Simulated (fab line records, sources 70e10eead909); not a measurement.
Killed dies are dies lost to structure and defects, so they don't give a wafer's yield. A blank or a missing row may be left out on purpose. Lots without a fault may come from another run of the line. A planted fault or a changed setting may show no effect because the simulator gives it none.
Chamber matching | flow nand_harc | NHARC_A_CONTACT_DEP_24 on pecvd-04: 3 sister chambers
The step deposits SiO2, target thk 500 nm. 6 wafers are shown with their chamber, then 8 later ones without.

WAFERS WITH THEIR CHAMBER
wafer  | chamber | heater_power_outer_w (W) | heater_power_w (W)
L080.1 | 1       | 404                      | 594
L083.1 | 2       | 250                      | 438
L083.4 | 1       | 491                      | 745
L085.4 | 2       | 232                      | 431
L085.5 | 0       | 459                      | 786
L086.1 | 0       | 412                      | 702

WAFERS WITHOUT THEIR CHAMBER
wafer  | heater_power_outer_w (W) | heater_power_w (W)
L086.5 | 247                      | 451
L086.6 | 426                      | 708
L089.2 | 497                      | 731
L089.3 | 248                      | 451
L089.6 | 158                      | 324
L090.1 | 172                      | 366
L090.3 | 522                      | 769
L090.6 | 404                      | 677

WHICH CHAMBER EACH WENT THROUGH
wafer  | from the rows above     | in truth
L086.5 | 2                       | 2
L086.6 | can't be placed: 0 or 1 | 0
L089.2 | can't be placed: 1 or 0 | 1
L089.3 | 2                       | 2
L089.6 | 2                       | 2
L090.1 | 2                       | 2
L090.3 | can't be placed: 0 or 1 | 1
L090.6 | can't be placed: 1 or 0 | 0
Placed correctly: 4 of 8. Can't be placed from these rows: 4 (the true chamber is among the candidates in 4). Placed wrongly: 0.
How it was worked out, from the rows above alone: a wafer's distance from a chamber is the root of the sum, over the readings, of the square of ((its reading less the chamber's mean) divided by the reading's scatter). The wafer belongs to the nearest chamber; if the next one is less than 2 further off, it can't be placed. A chamber's mean is the mean of its shown wafers. The scatter: the root of (the sum of the squares of (reading less its chamber's mean) over the shown wafers, divided by (wafers less chambers)).
